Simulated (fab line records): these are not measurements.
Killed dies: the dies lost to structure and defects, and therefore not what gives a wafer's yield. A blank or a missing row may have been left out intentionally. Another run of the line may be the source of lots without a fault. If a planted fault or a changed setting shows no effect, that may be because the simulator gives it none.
Split-lot trial + flow n5Finfet + on a route of 1938 steps: 7 lots, 39 wafers read

## ABOUT THE SPLIT
At N5_FIN_SAQP_HM_DEP_72 (deposits SiO2 from SiH4/N2O, target thk 12 nm, time 7.2 s), the setting targetThkA was moved away from the recipe's 120 angstrom on 15 of the 39 wafers read, by -12.3% to +6.6%. The other wafers ran this setting at the recipe's value.

## FROM THE SPLIT TO THE READING: what the file shows between them, 4 steps
- N5_FIN_SAQP_COAT_49: time 60 s, resist thk 100 nm
- N5_FIN_SAQP_COAT_50: time 60 s, resist thk 35 nm
- N5_FIN_SAQP_ETCH_52: etches SOC in N2/H2, target depth 100 nm, overetch 20 nm, time 150 s
- N5_FIN_SAQP_STRIP_53: strips in N2/H2

## THE READING
etch.depthNm (the simulator's own value, which no gauge read), in nm, at N5_FIN_SAQP_HM_OPEN_73 (chemistry CHF3/O2, target SiO2, stops on a-Si, target depth 12 nm, time 16.8 s). The file does not state a usual value for it. The 24 wafers here that ran the recipe average 12.01 nm, standard deviation 0.19 nm.

| wafer  | tool, chamber at the split | targetThkA as run, angstrom | against the recipe | etch.depthNm, nm | against lot-mates on the recipe |
|--------|----------------------------|-----------------------------|--------------------|------------------|---------------------------------|
| L080.1 | pecvd-04, 2                | 120                         | recipe             | 12.05            | -                               |
| L080.2 | pecvd-04, 1                | 125.2                       | +4.3%              | 12.56            | +0.33                           |
| L080.3 | pecvd-04, 0                | 125.2                       | +4.3%              | 12.57            | +0.34                           |
| L080.4 | pecvd-04, 1                | 120                         | recipe             | 12.25            | -                               |
| L080.5 | pecvd-04, 2                | 120                         | recipe             | 12.38            | -                               |
| L080.6 | pecvd-04, 0                | 125.2                       | +4.3%              | 12.61            | +0.38                           |
| L081.1 | pecvd-03, 1                | 120                         | recipe             | 11.9             | -                               |
| L081.2 | pecvd-03, 0                | 112.7                       | -6.1%              | 11.33            | -0.76                           |
| L081.3 | pecvd-03, 2                | 120                         | recipe             | 12.03            | -                               |
| L081.4 | pecvd-03, 2                | 120                         | recipe             | 12.33            | -                               |
| L081.5 | pecvd-03, 1                | 112.7                       | -6.1%              | 11.53            | -0.56                           |
| L081.6 | pecvd-03, 0                | 112.7                       | -6.1%              | 11.7             | -0.39                           |
| L087.1 | pecvd-04, 0                | 110.2                       | -8.2%              | 11.01            | -0.86                           |
| L087.2 | pecvd-04, 2                | 120                         | recipe             | 11.62            | -                               |
| L087.3 | pecvd-04, 1                | 120                         | recipe             | 11.89            | -                               |
| L087.4 | pecvd-04, 1                | 120                         | recipe             | 12.09            | -                               |
| L087.5 | pecvd-04, 2                | 110.2                       | -8.2%              | 11.07            | -0.80                           |
| L087.6 | pecvd-04, 0                | 110.2                       | -8.2%              | 11.03            | -0.84                           |
| L088.1 | pecvd-01, 2                | 120                         | recipe             | 12.07            | -                               |
| L088.2 | pecvd-01, 1                | 120                         | recipe             | 12.01            | -                               |
| L088.3 | pecvd-01, 0                | 105.3                       | -12.3%             | 10.56            | -1.55                           |
| L088.4 | pecvd-01, 2                | 120                         | recipe             | 12.24            | -                               |
| L088.5 | pecvd-01, 0                | 105.3                       | -12.3%             | 10.83            | -1.28                           |
| L088.6 | pecvd-01, 1                | 105.3                       | -12.3%             | 10.65            | -1.46                           |
| L090.1 | pecvd-03, 2                | 127.9                       | +6.6%              | 12.44            | +0.56                           |
| L090.2 | pecvd-03, 1                | 120                         | recipe             | 11.84            | -                               |
| L090.3 | pecvd-03, 0                | 120                         | recipe             | 11.78            | -                               |
| L090.4 | pecvd-03, 0                | 120                         | recipe             | 12.02            | -                               |
| L090.5 | pecvd-03, 2                | 127.9                       | +6.6%              | 12.95            | +1.07                           |
| L090.6 | pecvd-03, 1                | 127.9                       | +6.6%              | 12.66            | +0.78                           |
| L096.1 | pecvd-01, 0                | 120                         | recipe             | 11.92            | -                               |
| L096.5 | pecvd-01, 1                | 120                         | recipe             | 11.95            | -                               |
| L096.6 | pecvd-01, 2                | 120                         | recipe             | 12               | -                               |
| L097.1 | pecvd-03, 2,1              | 120                         | recipe             | 11.9             | -                               |
| L097.3 | pecvd-03, 2,1              | 120                         | recipe             | 11.9             | -                               |
| L097.2 | pecvd-03, 1                | 120                         | recipe             | 11.78            | -                               |
| L097.4 | pecvd-03, 2                | 120                         | recipe             | 12.36            | -                               |
| L097.5 | pecvd-03, 1                | 120                         | recipe             | 11.87            | -                               |
| L097.6 | pecvd-03, 2                | 120                         | recipe             | 12.17            | -                               |
Where a row lists several chambers, the file gives one row for several wafers and doesn't say which wafer went through which chamber.

FIT RESULTS
A straight line over all 39 wafers: etch.depthNm changes by +0.109 nm for each +1% of targetThkA; r = +0.95; the points scatter about the line by 0.18 nm.
The same after taking each lot's own level away (the mean of its wafers on the recipe; 39 wafers): +0.109 nm for each +1%; r = +0.96; scatter 0.16 nm.
Per that fit: largest targetThkA move, reading shift of 1.3 nm.
The lots' own levels span 11.867 to 12.227 nm, that is 1.9 times the standard deviation above.
The two slopes agree, so the slope changes little with the lot-to-lot level.
Check: with one of the wafers moved furthest among these (-12.3%) left out of the fit, the line predicts -1.3 nm for it against its lot-mates. Against them it came out at -1.55 nm.

## THE OTHER SPLITS THESE WAFERS WENT THROUGH
Before the reading, these wafers also passed through other splits. Each is held against what the fit with the lots' levels taken away leaves over:
| other split on the same wafers | wafers away from the commonest value | r with etch.depthNm (lot level and that fit taken away) |
|--------------------------------|--------------------------------------|---------------------------------------------------------|
| N5_FIN_SAQP_ALD_61 tempC       | 12                                   | -0.04                                                   |

## THE WHOLE CHAIN: every reading that the file lists as answering this split, in the file's order
| step                   | what it does                                                                   | reading                                                                           | change (the file's fit)               | r (the file's) |
|------------------------|--------------------------------------------------------------------------------|-----------------------------------------------------------------------------------|---------------------------------------|----------------|
| N5_FIN_SAQP_HM_DEP_72  | deposits SiO2 from SiH4/N2O, target thk 12 nm, time 7.2 s                      | SiO2_of_FIN_SAQP_HM_DEP_72.thkNm (the simulator's own value, which no gauge read) | +0.109 nm for each +1% of the setting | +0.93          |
| N5_FIN_SAQP_HM_OPEN_73 | chemistry CHF3/O2, target SiO2, stops on a-Si, target depth 12 nm, time 16.8 s | etch.depthNm (the simulator's own value, which no gauge read)                     | +0.109 nm for each +1% of the setting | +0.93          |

## THE FILE'S OWN FIT
etch.depthNm changes by +0.109 nm for each +1% of targetThkA, r = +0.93.
